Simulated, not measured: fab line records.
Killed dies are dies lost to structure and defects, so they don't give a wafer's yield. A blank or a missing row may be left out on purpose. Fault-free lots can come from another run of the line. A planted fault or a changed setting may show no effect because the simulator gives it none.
Chamber matching	flow nand-harc	NHARC_A_CHANNEL_FILL_D2_ETCHBACK_19 on rie-si-02: 4 sister chambers
The step etches the open film in HBr/Cl2, target depth 5 nm, time 1.7 s. 14 wafers are shown with their chamber, then 7 later ones without.

## EACH WAFER AND ITS CHAMBER
wafer	chamber	oes-product-au (a.u.)	throttle-valve-pct (%)
L079.2	0	1.011	26.401
L079.4	1	1.004	26.402
L079.5	2	0.999	26.411
L083.1	1	0.991	26.387
L083.2	3	0.997	26.393
L083.3	0	1.015	26.383
L084.2	0	1.007	26.399
L084.3	2	1.005	26.400
L084.6	2	1.012	26.409
L089.2	1	0.987	26.412
L089.4	2	1.010	26.409
L089.6	3	1.007	26.388
L090.1	3	0.995	26.412
L090.4	0	1.006	26.425

SIGNATURES (means of the wafers above)
reading	chamber 0	chamber 1	chamber 2	chamber 3	scatter within a chamber
oes-product-au	1.00975	0.99400	1.00650	0.99967	0.00626
throttle-valve-pct	26.40200	26.40033	26.40725	26.39767	0.0127
Rule: for a wafer and a chamber, the distance is found by dividing, reading by reading, the gap between the wafer's reading and the chamber's mean by the reading's scatter, squaring, summing and taking the root. If the next closest chamber is less than 2 further off than the closest, the wafer can't be placed; otherwise it belongs to the closest. The scatter: take each reading less its chamber's mean, square it, sum over the shown wafers, divide by the number of wafers less the number of chambers, and take the root.

## WAFERS MISSING THEIR CHAMBER
wafer	oes-product-au (a.u.)	throttle-valve-pct (%)
L090.5	1.006	26.390
L095.3	1.013	26.403
L095.4	0.990	26.393
L095.6	0.991	26.395
L096.1	1.013	26.394
L096.2	1.005	26.385
L096.6	0.992	26.418

## EACH ONE'S CHAMBER
wafer	from the rows above	in truth
L090.5	can't be placed: 0 or 3 or 2 or 1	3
L095.3	can't be placed: 0 or 2 or 3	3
L095.4	can't be placed: 1 or 3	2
L095.6	can't be placed: 1 or 3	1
L096.1	can't be placed: 0 or 2 or 3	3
L096.2	can't be placed: 3 or 0 or 2 or 1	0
L096.6	can't be placed: 1 or 3 or 2 or 0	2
Placed correctly: 0 of 7. Unplaceable from these rows: 7, with the true chamber sitting among the candidates in 6. Wrongly placed: 0.
